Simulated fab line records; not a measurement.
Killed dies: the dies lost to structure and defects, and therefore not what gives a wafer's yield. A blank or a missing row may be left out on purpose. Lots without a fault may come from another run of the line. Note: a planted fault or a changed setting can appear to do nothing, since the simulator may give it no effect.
fab line records	flow n5-finfet
[record] lots = 7	wafers = 21
route steps=1938 shown ZERO_LAYER@16 PMOS_HMC_CHANNEL_EPI@62 FIN_SAQP@114 SD_EPI_N@279 SD_EPI_P@295
start-h: hours from the record's first day to the start of the lot's first wafer shown	wait-h: hours elapsed since this lot's preceding step	" identical to the entry in the row above	L1.1+2: a row that stands for several wafers	- value missing, or start not given	* or withheld: withheld	< > ~ a bound
route shown NAME@n: NAME is a module with steps in the file, n the number in the route of the first one	usual: average and standard deviation across the fault-free wafers	same: alike in all rows	chamber/n: place in a boat	sites: per-site readings	_std_site: how widely they spread, as a standard deviation	_edge_site: inner sites' mean taken away from outer sites' mean	radius-mm: for every site, how far away it sits from the centre of the wafer	mask NAME#n: copy n	behind: the most recent tool/chamber to have shaped the wafer	hold: cause of the lot's hold/its duration in hours/its outcome	device: transistor that didn't switch, given as n, p or np	end of line: tests run on the same wafers once the route is complete	step lacking rows: just its recipe	killed: the dies lost at the first sort to structure and to defects; this is not the yield of the wafer	map: a wafer's dies, marking killed ones x, the rest . and places with no die _
set.NAME: the setting as run; set.NAME@STEP: as run at that earlier step	model.NAME: the simulator's own value behind a step, which no gauge read
one table per step and one row per wafer, for lots whose settings were changed on purpose
[[steps]]
[step N5_ZERO_LAYER_ETCH_18]
[recipe] chemistry = HBr/Cl2	target = Si	target-depth-a = 1200	time-s = 40	pressure-mtorr = 10	icp-w = 800	bias-w = 75	HBr_flow_sccm = 150	Cl2_flow_sccm = 80
lot.wafer	tool	chamber	start-h	wait-h	set.bias-w	model.ZERO_LAYER.feature-depth-nm	model.etch.depth-nm
L074.1	rie-si-01	0	13.24	0.1	86.33	124	124
L074.3	"	3	"	"	75	118.5	118.5
L074.6	"	2	"	"	86.33	126.9	126.9
L076.2	rie-si-04	3	25.25	0.1	85.86	124.7	124.7
L076.3	"	2	"	"	75	120.9	120.9
L076.4	"	0	"	"	85.86	124.5	124.5
L078.4	rie-si-06	0	36.91	0.0	63.93	113.8	113.8
L078.5	"	1	"	"	75	116.5	116.5
L078.6	"	0	"	"	75	118.4	118.4
L082.2	rie-si-06	2	60.81	0.0	66.15	115.3	115.3
L082.4	"	1	"	"	66.15	113.4	113.4
L082.6	"	3	"	"	75	121.9	121.9
L084.2	rie-si-04	3	72.79	0.0	75	118.7	118.7
L084.4	"	1	"	"	75	118	118
L084.6	"	0	"	"	75	117.5	117.5
L085.3	rie-si-06	1	78.81	0.0	75	117.6	117.6
L085.4	"	2	"	"	87.39	123.4	123.4
L085.5	"	1	"	"	87.39	121.1	121.1
L093.1	rie-si-06	1	128.89	0.0	75	117.8	117.8
L093.4	"	2	"	"	75	119.3	119.3
L093.6	"	2	"	"	84.76	123.1	123.1
[step N5_PMOS_HMC_CHANNEL_EPI_EXPOSE_06]
[recipe] mask-id = PMOS_HMC_BLK	na = 1.35	source-shape = conventional	sigma-outer = 0.8	polarization = unpolarized	target-cd-nm = 240	dose-mj = 41
lot.wafer	tool	chamber	start-h	wait-h	mask	set.dose-mj
L074.1	arfi-scanner-01	0	17.36	-	PMOS_HMC_BLK#0	41
L074.3+6	"	0	"	"	PMOS_HMC_BLK#0	40.01
L076.2	arfi-scanner-01	0	29.43	-	PMOS_HMC_BLK#0	41
L076.3+4	"	0	"	"	PMOS_HMC_BLK#0	41.91
L078.4+5	arfi-scanner-03	0	40.98	-	PMOS_HMC_BLK#0	41
L078.6	"	0	"	"	PMOS_HMC_BLK#0	43.06
L082.2+6	arfi-scanner-02	0	64.97	-	PMOS_HMC_BLK#0	41
L082.4	"	0	"	"	PMOS_HMC_BLK#0	39.85
L084.2+4+6	arfi-scanner-02	0	76.71	-	PMOS_HMC_BLK#0	41
L085.3+4+5	arfi-scanner-02	0	83.11	-	PMOS_HMC_BLK#0	41
L093.1	arfi-scanner-03	0	133.24	-	PMOS_HMC_BLK#0	41
L093.4+6	"	0	"	"	PMOS_HMC_BLK#0	38.36
[step N5_PMOS_HMC_CHANNEL_EPI_PEB_07]
[recipe] peb-temp-c = 110	peb-time-s = 60	resist = CAR-ArF-block
lot.wafer	tool	chamber	start-h	wait-h	set.peb-time-s
L074.1	litho-track-03	0	17.41	0.1	60
L074.3+6	"	0	"	"	51.86
L076.2+3+4	litho-track-02	0	29.49	0.0	60
L078.4	litho-track-03	0	41.02	0.0	60
L078.5+6	"	0	"	"	72.49
L082.2	litho-track-02	0	65.03	0.0	70.65
L082.4+6	"	0	"	"	60
L084.2+4+6	litho-track-01	0	76.76	0.0	60
L085.3+4+5	litho-track-03	0	83.15	0.0	60
L093.1+6	litho-track-02	0	133.30	0.1	60
L093.4	"	0	"	"	53.37
[step N5_PMOS_HMC_CHANNEL_EPI_DEVELOP_08]
[recipe] develop-time-s = 30	developer = TMAH	resist = CAR-ArF-block	dev-temp-c = 23	rinse-liquid = diw	dry = air-spin
[step N5_PMOS_HMC_CHANNEL_EPI_CD_MEAS_09]
[recipe] target-cd-nm = 237.4	landing-energy-ev = 500	detector = se-inlens
[usual] cd-nm = 237.5/1.1
lot.wafer	tool	chamber	start-h	wait-h	set.dose-mj@PMOS_HMC_CHANNEL_EPI_EXPOSE_06	set.peb-time-s@PMOS_HMC_CHANNEL_EPI_PEB_07	cd-nm
L074.1	cd-sem-02	0	17.48	-	41	60	237.1
L074.3	"	0	"	"	40.01	51.86	228.4
L074.6	"	0	"	"	40.01	51.86	227.8
L076.2	cd-sem-02	0	29.55	-	41	60	236.3
L076.3	"	0	"	"	41.91	60	238.4
L076.4	"	0	"	"	41.91	60	236.8
L078.4	cd-sem-01	0	41.09	-	41	60	237.8
L078.5	"	0	"	"	41	72.49	244.1
L078.6	"	0	"	"	43.06	72.49	248.9
L082.2	cd-sem-03	0	65.09	-	41	70.65	244.7
L082.4	"	0	"	"	39.85	60	235.6
L082.6	"	0	"	"	41	60	238.2
L084.2	cd-sem-03	0	76.83	-	41	60	237.9
L084.4	"	0	"	"	41	60	237.2
L084.6	"	0	"	"	41	60	238.3
L085.3	cd-sem-03	0	83.22	-	41	60	238.3
L085.4	"	0	"	"	41	60	240.7
L085.5	"	0	"	"	41	60	238.4
L093.1	cd-sem-02	0	133.37	-	41	60	237.0
L093.4	"	0	"	"	38.36	53.37	227.5
L093.6	"	0	"	"	38.36	60	231.8
[step N5_PMOS_HMC_CHANNEL_EPI_DESCUM_14]
[recipe] chemistry = O2	time-s = 7.9	source-power-w = 50	bias-power-w = 20	pressure-mtorr = 20	rf-frequency-hz = 2.712e+07	temp-c = 40	resist = CAR-ArF-block	o2-flow-sccm = 225
lot.wafer	tool	chamber	start-h	wait-h	set.peb-time-s@PMOS_HMC_CHANNEL_EPI_PEB_07	model.PMOS_HMC_CHANNEL_EPI.cd-nm
L074.1	rie-diel-03	2	17.57	0.0	60	237.5
L074.3	"	1	"	"	51.86	228.9
L074.6	"	2	"	"	51.86	227.7
L076.2	rie-diel-01	1	29.64	0.0	60	236.2
L076.3	"	3	"	"	60	238.4
L076.4	"	0	"	"	60	236.6
L078.4	rie-diel-03	2	41.17	0.0	60	237.8
L078.5	"	3	"	"	72.49	243.7
L078.6	"	2	"	"	72.49	248.9
L082.2	rie-diel-06	3	65.18	0.0	70.65	245
L082.4	"	1	"	"	60	235.6
L082.6	"	3	"	"	60	238.4
L084.2	rie-diel-01	2	76.92	0.0	60	238
L084.4	"	1	"	"	60	237
L084.6	"	3	"	"	60	237.9
L085.3	rie-diel-01	2	83.31	0.0	60	238.2
L085.4	"	3	"	"	60	240.4
L085.5	"	1	"	"	60	238.4
L093.1	rie-diel-01	2	133.46	0.0	60	236.8
L093.4	"	1	"	"	53.37	227.8
L093.6	"	1	"	"	60	232
[step N5_PMOS_HMC_CHANNEL_EPI_ETCH_32]
[recipe] chemistry = N2/H2	target = BARC	stop-on = SiO2	target-depth-a = 858	over-etch-frac = 0.3	time-s = 50.3	ion-energy-ev = 200	mask-material = CAR-ArF-block	pressure-mtorr = 30	source-w = 840	bias-w = 150	n2-flow-sccm = 200	h2-flow-sccm = 200
lot.wafer	tool	chamber	start-h	wait-h	set.peb-time-s@PMOS_HMC_CHANNEL_EPI_PEB_07	model.PMOS_HMC_CHANNEL_EPI.cd-nm
L074.1	rie-diel-03	2	17.60	0.0	60	240.9
L074.3	"	1	"	"	51.86	231.7
L074.6	"	2	"	"	51.86	231.1
L076.2	rie-diel-01	1	29.68	0.0	60	239.1
L076.3	"	3	"	"	60	240.6
L076.4	"	0	"	"	60	239
L078.4	rie-diel-03	2	41.21	0.0	60	240.8
L078.5	"	3	"	"	72.49	245.6
L078.6	"	2	"	"	72.49	252.1
L082.2	rie-diel-06	3	65.21	0.0	70.65	246.9
L082.4	"	1	"	"	60	239
L082.6	"	3	"	"	60	240.4
L084.2	rie-diel-01	2	76.95	0.0	60	239.9
L084.4	"	1	"	"	60	239.6
L084.6	"	3	"	"	60	239.5
L085.3	rie-diel-01	2	83.34	0.0	60	240.5
L085.4	"	3	"	"	60	242.3
L085.5	"	1	"	"	60	241.4
L093.1	rie-diel-01	2	133.50	0.0	60	239.1
L093.4	"	1	"	"	53.37	230.4
L093.6	"	1	"	"	60	234.8
[step N5_FIN_SAQP_DESCUM_21]
[recipe] chemistry = O2	time-s = 7.9	source-power-w = 50	bias-power-w = 20	pressure-mtorr = 20	rf-frequency-hz = 2.712e+07	temp-c = 40	resist = CAR-ArF	o2-flow-sccm = 225
lot.wafer	tool	chamber	start-h	wait-h	set.time-s	model.CAR-ArF_of_FIN_SAQP_COAT_10.thk-nm
L074.1	rie-diel-05	2	21.78	0.0	7.9	83.64
L074.3	"	1	"	"	8.881	82.66
L074.6	"	2	"	"	8.881	82.67
L076.2	rie-diel-04	2	33.84	0.0	8.77	82.57
L076.3	"	0	"	"	8.77	82.91
L076.4	"	3	"	"	7.9	83.49
L078.4	rie-diel-05	3	45.37	0.0	7.9	83.54
L078.5	"	2	"	"	8.698	83.17
L078.6	"	0	"	"	8.698	83.31
L082.2	rie-diel-05	0	69.51	0.3	7.9	83.29
L082.4+6	"	2,1	"	"	7.9	83.35
L084.2	rie-diel-05	3	81.25	0.0	7.9	83.5
L084.4	"	2	"	"	7.9	83.59
L084.6	"	1	"	"	7.9	83.49
L085.3	rie-diel-05	3	87.77	0.0	7.9	83.66
L085.4	"	2	"	"	7.9	83.59
L085.5	"	1	"	"	7.9	83.74
L093.1	rie-diel-05	3	138.31	0.2	7.9	83.53
L093.4	"	2	"	"	7.9	83.16
L093.6	"	2	"	"	7.9	83.36
[step N5_FIN_SAQP_ETCH_51]
[recipe] chemistry = CF4	target = SiARC	target-depth-a = 455	mask-material = CAR-ArF	time-s = 75.8	ion-energy-ev = 80	pressure-mtorr = 40	source-w = 545	bias-w = 36	Ar_flow_sccm = 100	cf4-flow-sccm = 100	ends = cleared
lot.wafer	tool	chamber	start-h	wait-h	set.time-s@FIN_SAQP_DESCUM_21	model.CAR-ArF_of_FIN_SAQP_COAT_10.thk-nm
L074.1	rie-diel-05	2	21.82	0.0	7.9	51.18
L074.3	"	1	"	"	8.881	50.13
L074.6	"	2	"	"	8.881	50.18
L076.2	rie-diel-04	2	33.87	0.0	8.77	50.02
L076.3	"	0	"	"	8.77	50.29
L076.4	"	3	"	"	7.9	50.99
L078.4	rie-diel-05	3	45.41	0.0	7.9	50.99
L078.5	"	2	"	"	8.698	50.56
L078.6	"	0	"	"	8.698	50.73
L082.2	rie-diel-05	0	69.55	0.0	7.9	50.64
L082.4	"	2	"	"	7.9	50.59
L082.6	"	1	"	"	7.9	50.57
L084.2	rie-diel-05	3	81.28	0.0	7.9	50.75
L084.4	"	2	"	"	7.9	50.91
L084.6	"	1	"	"	7.9	50.8
L085.3	rie-diel-05	3	87.80	0.0	7.9	51.04
L085.4	"	2	"	"	7.9	51.06
L085.5	"	1	"	"	7.9	51.32
L093.1	rie-diel-05	3	138.35	0.0	7.9	50.96
L093.4+6	"	2	"	"	7.9	50.69
[step N5_SD_EPI_N_ETCH_16]
[recipe] chemistry = CHF3/O2	target = SiO2	target-depth-a = 50	mask-material = SOC	pressure-mtorr = 30	source-w = 650	bias-w = 170	Ar_flow_sccm = 200	CHF3_flow_sccm = 50	O2_flow_sccm = 5	ion-energy-ev = 200
lot.wafer	tool	chamber	start-h	wait-h	set.target-depth-a	model.etch.depth-nm
L074.1	rie-diel-02	2	49.48	0.1	46.5	4.588
L074.3	"	3	"	"	50	4.907
L074.6	"	0	"	"	46.5	4.611
L076.2	rie-diel-02	1	62.95	0.1	51.95	5.215
L076.3	"	3	"	"	51.95	5.102
L076.4	"	2	"	"	50	4.926
L078.4	rie-diel-04	3	72.48	0.0	50	5.028
L078.5	"	0	"	"	50	4.999
L078.6	"	2	"	"	50	5.032
L082.2	rie-diel-02	0	96.71	0.1	46.64	4.557
L082.4	"	2	"	"	46.64	4.524
L082.6	"	0	"	"	46.64	4.534
L084.2	rie-diel-04	3	107.67	0.1	50	4.99
L084.4	"	2	"	"	50	5.077
L084.6	"	0	"	"	50	5.063
L085.3	rie-diel-04	0	114.10	0.1	50	5.019
L085.4	"	3	"	"	47.31	4.726
L085.5	"	0	"	"	50	5
L093.1	rie-diel-04	1	165.07	0.1	50	5.151
L093.4	"	3	"	"	50	5.041
L093.6	"	2	"	"	50	5.078
[step N5_SD_EPI_N_EPI_21]
[recipe] material = Si:P	dopant = P	temp-c = 680	pressure-torr = 255	time-s = 690
lot.wafer	tool	chamber	start-h	wait-h	set.temp-c	model.Si-P_of_SD_EPI_N_EPI_21.thk-nm
L074.1	epi-rpcvd-01	0	51.05	0.3	675.3	54.4
L074.3	"	0	52.05	1.2	680	59
L074.6	"	0	53.54	2.5	680	59.2
L076.2	epi-rpcvd-01	0	64.70	0.5	680	59
L076.3	"	0	"	"	684.7	64.6
L076.4	"	0	"	"	680	59.6
L078.4	epi-rpcvd-01	0	74.82	1.2	682.4	61
L078.5	"	0	"	"	680	58.6
L078.6	"	0	"	"	682.4	60.6
L082.2	epi-rpcvd-01	0	98.68	0.7	680	59.4
L082.4	"	0	99.68	1.6	680	58.6
L082.6	"	0	"	"	680	59.2
L084.2	epi-rpcvd-02	0	109.00	0.4	680	59.6
L084.4	"	0	"	"	680	58.8
L084.6	"	0	"	"	680	59
L085.3	epi-rpcvd-02	0	115.96	0.7	677.2	56.4
L085.4	"	0	"	"	677.2	56.2
L085.5	"	0	"	"	680	60
L093.1	epi-rpcvd-04	0	166.13	0.1	680	59.2
L093.4	"	0	"	"	680	58.2
L093.6	"	0	"	"	680	58.4
[step N5_SD_EPI_N_EPI_MEAS_23]
[recipe] mode = xrd
[usual] thk-nm = 58.9/1.3
lot.wafer	tool	chamber	start-h	wait-h	set.temp-c@SD_EPI_N_EPI_21	thk-nm
L074.1	film-metro-01	-	54.08	2.5	675.3	53.5
L074.3	"	-	"	"	680	59.7
L074.6	"	-	"	"	680	59.2
L076.2	film-metro-02	-	66.60	1.5	680	59.9
L076.3	"	-	"	"	684.7	65.9
L076.4	"	-	"	"	680	60.2
L078.4	film-metro-02	-	75.98	0.8	682.4	60.8
L078.5	"	-	"	"	680	57.4
L078.6	"	-	"	"	682.4	60.0
L082.2	film-metro-02	-	101.22	2.0	680	59.7
L082.4	"	-	"	"	680	58.5
L082.6	"	-	"	"	680	61.0
L084.2	film-metro-01	-	110.44	1.2	680	60.8
L084.4	"	-	"	"	680	57.6
L084.6	"	-	"	"	680	58.8
L085.3	film-metro-02	-	117.12	0.9	677.2	56.4
L085.4	"	-	"	"	677.2	57.2
L085.5	"	-	"	"	680	62.1
L093.1	film-metro-02	-	167.85	1.4	680	59.3
L093.4	"	-	"	"	680	58.0
L093.6	"	-	"	"	680	57.2
[step N5_SD_EPI_N_PRECLEAN_24]
[recipe] chemistry = O3/DIW	time-s = 60	temp-c = 22	o3-ppm = 10
lot.wafer	tool	chamber	start-h	wait-h	set.temp-c@SD_EPI_N_EPI_21	model.Si-P_of_SD_EPI_N_EPI_21.thk-nm
L074.1	wet-bench-04	4	54.11	0.0	675.3	54.2
L074.3	"	2	"	"	680	58.6
L074.6	"	3	"	"	680	58.8
L076.2	wet-bench-04	2	66.64	0.0	680	58.6
L076.3	"	5	"	"	684.7	64.2
L076.4	"	6	"	"	680	59.2
L078.4	wet-bench-04	4	76.01	0.0	682.4	60.6
L078.5	"	3	"	"	680	58.2
L078.6	"	5	"	"	682.4	60.2
L082.2	wet-bench-01	7	101.26	0.0	680	59
L082.4	"	0	"	"	680	58.2
L082.6	"	1	"	"	680	58.8
L084.2	wet-bench-04	3	110.48	0.0	680	59.2
L084.4	"	4	"	"	680	58.4
L084.6	"	7	"	"	680	58.6
L085.3	wet-bench-04	7	117.16	0.0	677.2	56
L085.4	"	2	"	"	677.2	55.8
L085.5	"	5	"	"	680	59.6
L093.1	wet-bench-05	4	167.88	0.0	680	58.8
L093.4	"	1	"	"	680	57.8
L093.6	"	7	"	"	680	58
[step N5_SD_EPI_P_COAT_34]
[recipe] resist = SOC	temp-c = 250	time-s = 60	spin-rpm = 1500	resist-thk-nm = 350
lot.wafer	tool	chamber	start-h	wait-h	set.spin-rpm	model.SOC_of_SD_EPI_P_COAT_34.thk-nm
L074.1	litho-track-01	0	54.66	0.0	1353	369.2
L074.3	"	0	"	"	1500	350.4
L074.6	"	0	"	"	1353	368.6
L076.2	litho-track-02	0	67.19	0.0	1500	350.2
L076.3	"	0	"	"	1500	350.4
L076.4	"	0	"	"	1500	349.8
L078.4	litho-track-01	0	76.56	0.0	1500	350.2
L078.5	"	0	"	"	1416	360.2
L078.6	"	0	"	"	1500	350.4
L082.2	litho-track-01	0	101.81	0.0	1386	365
L082.4	"	0	"	"	1500	349.6
L082.6	"	0	"	"	1386	365.4
L084.2	litho-track-02	0	111.03	0.0	1500	350
L084.4	"	0	"	"	1500	349.2
L084.6	"	0	"	"	1500	349
L085.3	litho-track-01	0	117.98	0.0	1500	349.8
L085.4	"	0	"	"	1380	362.8
L085.5	"	0	"	"	1380	363.6
L093.1	litho-track-02	0	168.43	0.0	1500	350.8
L093.4	"	0	"	"	1456	355.8
L093.6	"	0	"	"	1456	357.2
[[key]]
[split] step = N5_ZERO_LAYER_ETCH_18	setting = bias-w	stated = 75	by = wafer
[response] step = N5_ZERO_LAYER_ETCH_18	reading = model.ZERO_LAYER.feature-depth-nm	change = +0.354	per = 1%	r = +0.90
[response] step = N5_ZERO_LAYER_ETCH_18	reading = model.etch.depth-nm	change = +0.354	per = 1%	r = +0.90
[split] step = N5_PMOS_HMC_CHANNEL_EPI_EXPOSE_06	setting = dose-mj	stated = 41	by = wafer
[response] step = N5_PMOS_HMC_CHANNEL_EPI_CD_MEAS_09	reading = cd-nm	slope = +0.869	per = 1%	together-with = peb-time-s@PMOS_HMC_CHANNEL_EPI_PEB_07	explained = 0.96
[split] step = N5_PMOS_HMC_CHANNEL_EPI_PEB_07	setting = peb-time-s	stated = 60	by = wafer
[response] step = N5_PMOS_HMC_CHANNEL_EPI_CD_MEAS_09	reading = cd-nm	change = +0.491	per = 1%	r = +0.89
[response] step = N5_PMOS_HMC_CHANNEL_EPI_DESCUM_14	reading = model.PMOS_HMC_CHANNEL_EPI.cd-nm	change = +0.489	per = 1%	r = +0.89
[response] step = N5_PMOS_HMC_CHANNEL_EPI_ETCH_32	reading = model.PMOS_HMC_CHANNEL_EPI.cd-nm	change = +0.47	per = 1%	r = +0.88
[split] step = N5_FIN_SAQP_DESCUM_21	setting = time-s	stated = 7.9	by = wafer
[response] step = N5_FIN_SAQP_DESCUM_21	reading = model.CAR-ArF_of_FIN_SAQP_COAT_10.thk-nm	change = -0.062	per = 1%	r = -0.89
[response] step = N5_FIN_SAQP_ETCH_51	reading = model.CAR-ArF_of_FIN_SAQP_COAT_10.thk-nm	change = -0.0673	per = 1%	r = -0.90
[split] step = N5_SD_EPI_N_ETCH_16	setting = target-depth-a	stated = 50	by = wafer
[response] step = N5_SD_EPI_N_ETCH_16	reading = model.etch.depth-nm	change = +0.0492	per = 1%	r = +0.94
[split] step = N5_SD_EPI_N_EPI_21	setting = temp-c	stated = 680	by = wafer
[response] step = N5_SD_EPI_N_EPI_21	reading = model.Si-P_of_SD_EPI_N_EPI_21.thk-nm	change = +7.37	per = 1%	r = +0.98
[response] step = N5_SD_EPI_N_EPI_MEAS_23	reading = thk-nm	change = *	per = 1%	r = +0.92
[response] step = N5_SD_EPI_N_PRECLEAN_24	reading = model.Si-P_of_SD_EPI_N_EPI_21.thk-nm	change = +7.26	per = 1%	r = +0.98
[split] step = N5_SD_EPI_P_COAT_34	setting = spin-rpm	stated = 1500	by = wafer
[response] step = N5_SD_EPI_P_COAT_34	reading = model.SOC_of_SD_EPI_P_COAT_34.thk-nm	change = -1.86	per = 1%	r = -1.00
